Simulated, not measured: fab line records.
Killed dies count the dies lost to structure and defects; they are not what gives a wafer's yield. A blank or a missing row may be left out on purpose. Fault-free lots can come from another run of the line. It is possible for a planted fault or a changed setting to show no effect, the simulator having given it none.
Split-lot trial    flow n5_finfet    7 lots, 21 wafers read, on a route of 1938 steps

== SPLIT DETAILS ==
At N5_BEOL_M5_ILD_DEP_00 (deposits SiCOH lowk from DEMS/porogen, target thk 140.64 nm, time 25.9 s), the setting time_s was moved away from the recipe's 25.9 s on 4 of the 21 wafers read, by -10.2% to -3.8%. All remaining wafers had this setting at the recipe value.

== FROM SPLIT TO READING: 1 step shown by the file between the two ==
- N5_BEOL_M5_CURE_79: cures SiCOH lowk, time 240 s

== THE READING ==
At N5_BEOL_M5_THK_MEAS_01: M5_ILD_THK, given in nm. On this fab line, fault-free wafers typically give 120.8 nm with a standard deviation of 1.6 nm.

wafer   tool, chamber at the split  time_s as run, s  against the recipe  M5_ILD_THK, nm  against lot-mates on the recipe
L074.1  pecvd-04, 0                 25.9              recipe              121.6           -
L074.3  pecvd-04, 2                 25.9              recipe              119.9           -
L074.4  pecvd-04, 1                 25.9              recipe              123.8           -
L075.3  pecvd-02, 1                 25.9              recipe              121.6           -
L075.4  pecvd-02, 0                 25.9              recipe              120.9           -
L075.5  pecvd-02, 2                 25.9              recipe              122.8           -
L085.1  pecvd-01, 1                 25.9              recipe              121.2           -
L085.2  pecvd-01, 2                 25.9              recipe              119.3           -
L085.6  pecvd-01, 1                 25.9              recipe              120.1           -
L092.2  pecvd-01, 1                 25.9              recipe              119.2           -
L092.3  pecvd-01, 2                 25.9              recipe              118.0           -
L092.4  pecvd-01, 2                 25.9              recipe              118.9           -
L091.4  pecvd-01, 0                 25.9              recipe              121.1           -
L091.5  pecvd-01, 2                 23.25             -10.2%              109.1           -12.0
L091.6  pecvd-01, 1                 23.25             -10.2%              109.5           -11.6
L093.1  pecvd-01, 1                 25.9              recipe              119.6           -
L093.3  pecvd-01, 0                 25.9              recipe              118.4           -
L093.5  pecvd-01, 0                 25.9              recipe              120.2           -
L095.2  pecvd-02, 0                 24.91             -3.8%               114.2           -9.2
L095.5  pecvd-02, 0                 24.91             -3.8%               117.7           -5.7
L095.6  pecvd-02, 1                 25.9              recipe              123.4           -

FIT RESULTS
A straight line over all 21 wafers: M5_ILD_THK changes by +1.11 nm for each +1% of time_s; r = +0.91; the points scatter about the line by 1.7 nm.
The same after taking each lot's own level away (the mean of its wafers on the recipe; 21 wafers): +1.23 nm for each +1%; r = +0.95; scatter 1.4 nm.
The reading moves by 13 nm for the largest change in time_s, on that fit.
From 118.70 to 123.40 nm: that is the span of the lots' own levels, equal to 2.9 times the standard deviation above.
So the lot-to-lot level changes the slope little: the two slopes agree.
Check: -13.4 nm against its lot-mates is what the line predicts for one of the wafers moved furthest among these (-10.2%) when that wafer is left out of the fit. Against them it came out at -12 nm.

== ADDITIONAL SPLITS CARRIED BY THESE WAFERS ==
Other splits were also applied to these wafers ahead of the reading. Each is held against what the fit with the lots' levels taken away leaves over:
other split on the same wafers     wafers away from the commonest value  r with M5_ILD_THK (lot level and that fit taken away)
N5_BEOL_M0_SAQP_EXPOSE_37 dose_mj  8                                     +0.17
N5_BEOL_M0_ETCH_109 bias_w         5                                     +0.00
N5_BEOL_M2_DEP_57 time_s           5                                     -0.03
N5_BEOL_M4_TRENCH_ETCH_37 bias_w   4                                     +0.09

== THE WHOLE CHAIN: every reading that the file lists as answering this split, in the file's order ==
step                    what it does                                                              reading                                                                                   change (the file's fit)               r (the file's)
N5_BEOL_M5_ILD_DEP_00   deposits SiCOH lowk from DEMS/porogen, target thk 140.64 nm, time 25.9 s  SiCOH_lowk_of_BEOL_M5_ILD_DEP_00.thk_nm (the simulator's own value, which no gauge read)  +1.45 nm for each +1% of the setting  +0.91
N5_BEOL_M5_CURE_79      cures SiCOH lowk, time 240 s                                              SiCOH_lowk_of_BEOL_M5_ILD_DEP_00.thk_nm (the simulator's own value, which no gauge read)  +1.25 nm for each +1% of the setting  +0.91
N5_BEOL_M5_THK_MEAS_01                                                                            M5_ILD_THK                                                                                +1.25 for each +1% of the setting     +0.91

== FILE'S OWN FIT ==
M5_ILD_THK changes by +1.25 nm for each +1% of time_s, r = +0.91.
